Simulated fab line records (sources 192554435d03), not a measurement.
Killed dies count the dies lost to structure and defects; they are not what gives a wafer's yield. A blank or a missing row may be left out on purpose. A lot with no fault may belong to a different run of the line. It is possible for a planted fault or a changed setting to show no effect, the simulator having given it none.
Comparing a struck lot with a sound one    flow n5Finfet    23 steps out of a route of 1938
Sound: these wafers, L752.2, L752.4, L752.5. The struck wafers were L759.1, L759.3, L759.4. The cause is named last.
Per side, at each step with rows, come the tool, then ch with its chambers, and then its first start. Under that, the readings that differ: sound wafers    struck wafers    difference of the means    sigmas: that difference in standard deviations of wafers without a fault.
alike: same words and numbers on both sides, and readings whose means sit less than 2 such deviations apart. not compared: any withheld reading, any reading some wafer has no value for, any bound like >300 that may hide the same value, and any number with overlapping values for which the record gives no deviation.
A row with sigmas, a row that says differs or no value, or rows on one side alone: a step with any of these is where the two part. Numbers that have no deviation but don't overlap get no sigmas and don't part them. A reading missing from all wafers of one side parts the sides only when that side holds two or more wafers.

first, 11 steps without rows for these wafers: N5_BEOL_M6_ETCH_62 (etches SOC in N2/H2, target depth 110 nm, overetch 22 nm, time 165 s); N5_BEOL_M6_STRIP_68 (strips in N2/H2); N5_BEOL_M6_STRIP_67 (strips in CF4); N5_BEOL_M6_HM_OPEN_17 (chemistry Cl2/BCl3, target TiN, target depth 20 nm, overetch 6 nm); N5_BEOL_M6_STRIP_19 (strips in O2); N5_BEOL_M6_COAT_63 (time 60 s, resist thk 60 nm); N5_BEOL_M6_COAT_64 (time 60 s, resist thk 12 nm); N5_BEOL_M6_COAT_71 (time 60 s, resist thk 5 nm); N5_BEOL_M6_COAT_22 (resist thk 30 nm); N5_BEOL_M6_EBR_24; N5_BEOL_M6_SOFTBAKE_23 (time 60 s).
N5_BEOL_M6_EXPOSE_25: exposes mask V5, target cd 40 nm.
  sound on euvScanner-02 ch 0, day 10 00:17; struck on euvScanner-02 ch 0, day 12 00:03
reading            sound              struck             difference  sigmas
exposureDoseMJCm2  45.04 45.03 45.09  46.24 46.23 46.15  +1.15       +27
  alike: mask
then, 2 steps without rows for these wafers: N5_BEOL_M6_PEB_26 (peb time 60 s); N5_BEOL_M6_DEVELOP_27 (develop time 30 s).
N5_BEOL_M6_DESCUM_33: chemistry O2, time 7 s.
  sound on rieDiel-04 ch 1,2,3, day 10 00:32; struck on rieDiel-04 ch 1,2,3, day 12 00:19
reading                  sound     struck          difference  sigmas
model.BEOL_M6.cdNm (nm)  40 40 40  40.8 40.6 40.6  +0.7        
  alike: chamberPressureMTorr, drypumpMotorCurrentA, oesProductAu, rfVppV, showerheadPlenumPTorr, throttleValvePct
  not compared: rfHoursCounterH
then, 5 steps without rows for these wafers: N5_BEOL_M6_ETCH_72 (etches underlayer in N2/H2, target depth 6.5 nm, time 5.2 s); N5_BEOL_M6_ETCH_65 (etches SiARC in CF4, target depth 15.6 nm, time 26 s); N5_BEOL_M6_ETCH_66 (etches SOC in N2/H2, target depth 80 nm, overetch 16 nm, time 120 s); N5_BEOL_M6_STRIP_69 (strips in N2/H2); N5_BEOL_M6_STRIP_73 (strips in N2/H2).
N5_BEOL_M6_VIA_ETCH_34: etches SiCOH lowk in C4F6/O2, target depth 126.3 nm, time 50.9 s.
  sound on rieDiel-04 ch 1,2,3, day 10 00:43; struck on rieDiel-04 ch 1,2,3, day 12 00:29
reading                  sound         struck          difference  sigmas
model.BEOL_M6.cdNm (nm)  39.8 40 39.6  40.6 40.8 40.6  +0.9        
  alike: O2_flow_sccm, chamberPressureMTorr, drypumpMotorCurrentA, oes_ar_750_au, oesProductAu, rfVppV, showerheadPlenumPTorr, throttleValvePct
  not compared: rfHoursCounterH
then, 2 steps without rows for these wafers: N5_BEOL_M6_STRIP_76 (strips in C4F6/O2); N5_PASSIVATION_PROBE_49.

WHERE THEY PART
Only at N5_BEOL_M6_EXPOSE_25, within this record. Later steps at which nothing parts them and some readings are alike: N5_BEOL_M6_DESCUM_33, N5_BEOL_M6_VIA_ETCH_34.

WHY: whatever the simulator had introduced
Drift in process parameters on euvScanner-02 at N5_BEOL_M6_EXPOSE_25, starting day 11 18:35. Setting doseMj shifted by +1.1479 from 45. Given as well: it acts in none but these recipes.
